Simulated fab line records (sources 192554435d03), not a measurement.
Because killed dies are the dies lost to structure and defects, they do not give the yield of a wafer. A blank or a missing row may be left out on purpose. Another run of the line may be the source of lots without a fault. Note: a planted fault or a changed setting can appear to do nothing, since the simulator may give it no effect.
fab line records -- flow n5-finfet -- part 2 of 2: steps 23 to 30 of 30
record lots=5, wafers=15, last-day=17
route steps=1938 shown BEOL_M8@1375 BEOL_M9@1401
lots with no fault: from the same line, run without faults
start-h: hours from the record's opening day to when the first of the lot's shown wafers began -- wait-h: how many hours have passed since the lot's step before this one -- " same as the row above -- L1.1+2: several wafers, shown together as one row -- - no value, or no start was given -- * or withheld: withheld -- < > ~ a bound
route shown NAME@n: names a module that has steps shown in the file, with the first one's number in the route -- usual: mean and standard deviation over wafers with no fault -- same: alike in all rows -- chamber/n: place in a boat -- sites: the reading at each site -- _std_site: how widely they spread, as a standard deviation -- _edge_site: the outer-site mean with the inner-site mean subtracted -- radius-mm: how far each site lies from the wafer's centre -- mask NAME#n: copy n -- behind: the last tool/chamber to shape the wafer -- hold: cause of the lot's hold/its duration in hours/its outcome -- device: the transistor (n, p or np) that didn't switch -- end of line: tests of these same wafers at the route's end -- a step given without rows: its recipe and nothing more -- killed: dies that structure and defects cost at the first sort, which is not the same as the wafer's yield -- map: a wafer's dies, x killed, . not, _ none there
set.NAME: the setting as run; set.NAME@STEP: as run at that earlier step -- model.NAME: the simulator's own value behind a step, which no gauge read
lots at some steps of the route; a table a step, a row a wafer
services: the hour from which a tool's chamber was out of use, counted from the record's first day as start-h (under 0 if before that day), plus the number of hours and why
## steps
# step N5_BEOL_M8_PRE_CLEAN_55
# recipe gas=NH3, time-s=15, temp-c=withheld, rf-power-w=300
lot.wafer,tool,chamber,start-h,wait-h,since-wet-clean-h
L079.1,pecvd-03,0,237.99,0.0,761
L079.3,pecvd-03,0,237.99,0.0,-
L079.6,pecvd-03,0,237.99,0.0,-
L083.1,pecvd-04,0,262.28,0.0,966
L083.2,pecvd-04,2,262.28,0.0,212
L083.6,pecvd-04,0,262.28,0.0,-
L085.1,pecvd-03,2,264.94,0.0,24
L085.3,pecvd-03,0,264.94,0.0,788
L085.6,pecvd-03,2,264.94,0.0,-
L090.1,pecvd-04,2,300.80,0.1,251
L090.2,pecvd-04,0,300.80,0.1,1005
L090.5,pecvd-04,1,300.80,0.1,-
L094.2,pecvd-04,0,342.51,0.0,1046
L094.3,pecvd-04,1,342.51,0.0,1771
L094.5,pecvd-04,0,342.51,0.0,-
# step N5_BEOL_M8_DEP_56
# recipe material=SiCN, target-thk-a=100, temp-c=withheld, precursor=3MS/NH3, pressure-torr=3, rf-w=202, time-s=17.5
# usual chamber-pressure-Torr=3.001/0.0068, showerhead-plenum-p-Torr=3.668/0.011, throttle-valve-pct=9.2/0.57
lot.wafer,tool,chamber,start-h,wait-h,chamber-pressure-Torr,showerhead-plenum-p-Torr,since-wet-clean-h,throttle-valve-pct
L079.1,pecvd-03,0,238.03,0.0,2.999,3.680,761,8.7
L079.3,pecvd-03,0,238.03,0.0,2.998,3.680,-,9.0
L079.6,pecvd-03,0,238.03,0.0,2.996,3.675,-,8.6
L083.1,pecvd-04,0,262.31,0.0,2.996,3.673,966,9.5
L083.2,pecvd-04,2,262.31,0.0,3.010,3.676,212,8.4
L083.6,pecvd-04,0,262.31,0.0,2.993,3.666,-,9.6
L085.1,pecvd-03,2,264.96,0.0,2.989,3.646,24,7.9
L085.3,pecvd-03,0,264.96,0.0,2.998,3.681,788,8.6
L085.6,pecvd-03,2,264.96,0.0,2.998,3.640,-,7.8
L090.1,pecvd-04,2,300.83,0.0,3.006,3.665,251,8.4
L090.2,pecvd-04,0,300.83,0.0,3.000,3.680,1005,9.6
L090.5,pecvd-04,1,300.83,0.0,2.993,3.660,-,9.5
L094.2,pecvd-04,0,342.54,0.0,3.000,3.679,1046,10.0
L094.3,pecvd-04,1,342.54,0.0,2.997,3.669,1771,9.5
L094.5,pecvd-04,0,342.54,0.0,2.999,3.673,-,9.7
# step N5_BEOL_M8_RS_MEAS_57
# recipe thk-meas-gauge=four-point-probe, reads=Cu_of_BEOL_M8_ECD_50+Co_of_BEOL_M8_CVD_78+TaN_of_BEOL_M8_ALD_77
# usual M8_RS=0.288/0.0066
lot.wafer,tool,chamber,start-h,wait-h,M8_RS[ohm/sq]
L079.1,film-metro-02,-,238.12,0.1,0.293
L079.3,film-metro-02,-,238.12,0.1,0.282
L079.6,film-metro-02,-,238.12,0.1,0.288
L083.1,film-metro-02,-,262.38,0.1,0.279
L083.2,film-metro-02,-,262.38,0.1,0.294
L083.6,film-metro-02,-,262.38,0.1,0.288
L085.1,film-metro-02,-,265.03,0.1,0.293
L085.3,film-metro-02,-,265.03,0.1,0.286
L085.6,film-metro-02,-,265.03,0.1,0.300
L090.1,film-metro-02,-,300.90,0.1,0.289
L090.2,film-metro-02,-,300.90,0.1,0.277
L090.5,film-metro-02,-,300.90,0.1,0.276
L094.2,film-metro-01,-,342.61,0.1,0.287
L094.3,film-metro-01,-,342.61,0.1,0.282
L094.5,film-metro-01,-,342.61,0.1,0.291
# step N5_BEOL_M8_INSPECT_58
# recipe inspect-instrument=darkfield, mode=post-dep
# usual raw-defect-count=76/23
lot.wafer,tool,chamber,start-h,wait-h,raw-defect-count
L079.1,defect-inspect-02,-,238.14,0.0,135
L079.3,defect-inspect-02,-,238.14,0.0,99
L079.6,defect-inspect-02,-,238.14,0.0,114
L083.1,defect-inspect-01,-,262.40,0.0,45
L083.2,defect-inspect-01,-,262.40,0.0,81
L083.6,defect-inspect-01,-,262.40,0.0,67
L085.1,defect-inspect-02,-,265.06,0.0,71
L085.3,defect-inspect-02,-,265.06,0.0,52
L085.6,defect-inspect-02,-,265.06,0.0,47
L090.1,defect-inspect-01,-,300.92,0.0,84
L090.2,defect-inspect-01,-,300.92,0.0,97
L090.5,defect-inspect-01,-,300.92,0.0,129
L094.2,defect-inspect-01,-,342.63,0.0,81
L094.3,defect-inspect-01,-,342.63,0.0,68
L094.5,defect-inspect-01,-,342.63,0.0,111
# step N5_BEOL_M9_ILD_DEP_00
# recipe material=SiCOH_lowk, target-thk-a=3085.1, temp-c=300, precursor=DEMS/porogen, pressure-torr=5, rf-w=500, time-s=58
# usual chamber-pressure-Torr=5.000/0.011, heater-power-w=280/25, showerhead-plenum-p-Torr=5.737/0.014, throttle-valve-pct=14.6/0.64
lot.wafer,tool,chamber,start-h,wait-h,chamber-pressure-Torr,heater-power-w,showerhead-plenum-p-Torr,since-wet-clean-h,throttle-valve-pct
L079.1,pecvd-02,0,238.18,0.0,5.003,258,5.708,1123,14.6
L079.3,pecvd-02,2,238.18,0.0,5.001,292,5.721,369,13.7
L079.6,pecvd-02,0,238.18,0.0,4.985,265,5.715,-,14.8
L083.1,pecvd-02,1,262.44,0.0,5.006,285,5.749,1873,15.3
L083.2,pecvd-02,0,262.44,0.0,4.990,280,5.709,1148,14.8
L083.6,pecvd-02,1,262.44,0.0,5.011,288,5.743,-,15.6
L085.1,pecvd-01,0,265.09,0.0,5.016,267,5.751,1331,13.9
L085.3,pecvd-01,2,265.09,0.0,5.015,270,5.730,577,14.1
L085.6,pecvd-01,2,265.09,0.0,5.012,269,5.737,-,14.4
L090.1,pecvd-04,1,300.96,0.0,4.990,332,5.726,1730,14.7
L090.2,pecvd-04,2,300.96,0.0,4.990,282,5.740,251,12.9
L090.5,pecvd-04,2,300.96,0.0,4.999,284,5.739,-,12.8
L094.2,pecvd-01,0,342.67,0.0,5.012,252,5.736,1409,14.3
L094.3,pecvd-01,1,342.67,0.0,4.986,330,5.756,2134,15.1
L094.5,pecvd-01,2,342.67,0.0,4.988,225,5.740,-,14.1
# step N5_BEOL_M9_CURE_71
# recipe temp-c=385, time-s=240, ambient=He/Ar, material=SiCOH_lowk
# usual lamp-power-pct=52.32/0.055, wafer_temp_C_max=386.8/0.55
lot.wafer,tool,chamber,start-h,wait-h,lamp-power-pct,wafer_temp_C_max
L079.1,uv-cure-02,1,238.26,0.0,52.28,386.8
L079.3,uv-cure-02,1,238.26,0.0,52.17,386.7
L079.6,uv-cure-02,1,238.26,0.0,52.30,387.1
L083.1,uv-cure-03,1,262.52,0.0,52.30,386.0
L083.2,uv-cure-03,1,262.52,0.0,52.29,386.0
L083.6,uv-cure-03,1,262.52,0.0,52.28,385.5
L085.1,uv-cure-02,0,265.17,0.0,52.37,386.3
L085.3,uv-cure-02,0,265.17,0.0,52.35,386.8
L085.6,uv-cure-02,0,265.17,0.0,52.27,386.7
L090.1,uv-cure-03,2,301.04,0.0,52.22,387.1
L090.2,uv-cure-03,2,301.04,0.0,52.27,387.2
L090.5,uv-cure-03,2,301.04,0.0,52.28,386.8
L094.2,uv-cure-03,0,342.83,0.1,52.30,387.1
L094.3,uv-cure-03,0,342.83,0.1,52.35,387.0
L094.5,uv-cure-03,0,342.83,0.1,52.34,387.1
# step N5_BEOL_M9_THK_MEAS_01
# recipe reads=SiCOH_lowk_of_BEOL_M9_ILD_DEP_00
# usual M9_ILD_THK=269/3.3
lot.wafer,tool,chamber,start-h,wait-h,M9_ILD_THK[nm]
L079.1,film-metro-02,-,238.77,0.4,268
L079.3,film-metro-02,-,238.77,0.4,268
L079.6,film-metro-02,-,238.77,0.4,272
L083.1,film-metro-01,-,263.51,0.8,261
L083.2,film-metro-01,-,263.51,0.8,264
L083.6,film-metro-01,-,263.51,0.8,266
L085.1,film-metro-02,-,265.68,0.4,267
L085.3,film-metro-02,-,265.68,0.4,269
L085.6,film-metro-02,-,265.68,0.4,276
L090.1,film-metro-01,-,301.55,0.4,267
L090.2,film-metro-01,-,301.55,0.4,266
L090.5,film-metro-01,-,301.55,0.4,270
L094.2,film-metro-01,-,343.26,0.4,264
L094.3,film-metro-01,-,343.26,0.4,263
L094.5,film-metro-01,-,343.26,0.4,271
# step N5_BEOL_M9_PECVD_70
# recipe material=SiO2, target-thk-a=200, temp-c=400, precursor=TEOS/O2, pressure-torr=5.5, rf-w=450, teos-flow-sccm=53.8, gas=O2, flow-sccm=3000, time-s=22.7
# usual chamber-pressure-Torr=5.502/0.013, heater-power-w=667/64, showerhead-plenum-p-Torr=8.78/0.042, throttle-valve-pct=23.3/1.2
lot.wafer,tool,chamber,start-h,wait-h,chamber-pressure-Torr,heater-power-w,showerhead-plenum-p-Torr,since-wet-clean-h,throttle-valve-pct
L079.1,pecvd-04,1,238.81,0.0,5.510,777,8.77,1668,23.8
L079.3,pecvd-04,2,238.81,0.0,5.499,582,8.81,189,20.6
L079.6,pecvd-04,1,238.81,0.0,5.499,803,8.76,-,23.9
L083.1,pecvd-02,2,263.55,0.0,5.504,670,8.75,395,22.7
L083.2,pecvd-02,1,263.55,0.0,5.513,626,8.83,1874,24.8
L083.6,pecvd-02,1,263.55,0.0,5.491,649,8.83,-,24.6
L085.1,pecvd-04,0,265.72,0.0,5.508,676,8.80,970,23.9
L085.3,pecvd-04,1,265.72,0.0,5.522,800,8.73,1695,23.8
L085.6,pecvd-04,0,265.72,0.0,5.496,648,8.82,-,23.7
L090.1,pecvd-04,0,301.59,0.0,5.479,555,8.82,1005,24.0
L090.2,pecvd-04,1,301.59,0.0,5.534,785,8.77,1730,23.9
L090.5,pecvd-04,2,301.59,0.0,5.516,666,8.81,-,20.6
L094.2,pecvd-04,1,343.30,0.0,5.479,693,8.77,1772,23.9
L094.3,pecvd-04,0,343.30,0.0,5.465,677,8.83,1047,23.9
L094.5,pecvd-04,2,343.30,0.0,5.507,596,8.79,-,21.3
## services
tool,chamber,start-h,hours,kind
uv-cure-01,-,213.00,2.8,pm
ald-metal-04,-,214.64,14.6,pm
rie-diel-05,0,219.57,8.4,repair
rie-diel-05,2,241.26,2.6,repair
uv-cure-03,-,249.33,2.1,pm
pecvd-04,-,249.40,0.3,repair
ecd-cu-01,-,254.59,6.7,pm
rie-diel-05,0,255.58,11.1,repair
cmp-01,-,264.83,4.0,pm
pecvd-02,-,274.24,0.2,repair
pecvd-02,-,274.66,5.5,pm
pecvd-01,1,277.97,7.5,repair
cmp-01,-,278.43,11.6,pm
uv-cure-02,-,286.34,2.8,pm
ald-metal-04,-,288.82,0.9,repair
pecvd-04,-,292.55,1.2,repair
pecvd-03,-,294.43,10.2,repair
uv-cure-02,-,297.02,10.8,repair
rie-diel-05,-,299.94,2.8,pm
pvd-sputter-02,-,317.00,6.5,repair
rie-diel-03,-,321.59,0.2,repair
rie-diel-03,3,327.58,11.6,repair
cmp-01,-,333.78,6.5,pm
uv-cure-01,-,334.80,7.5,pm
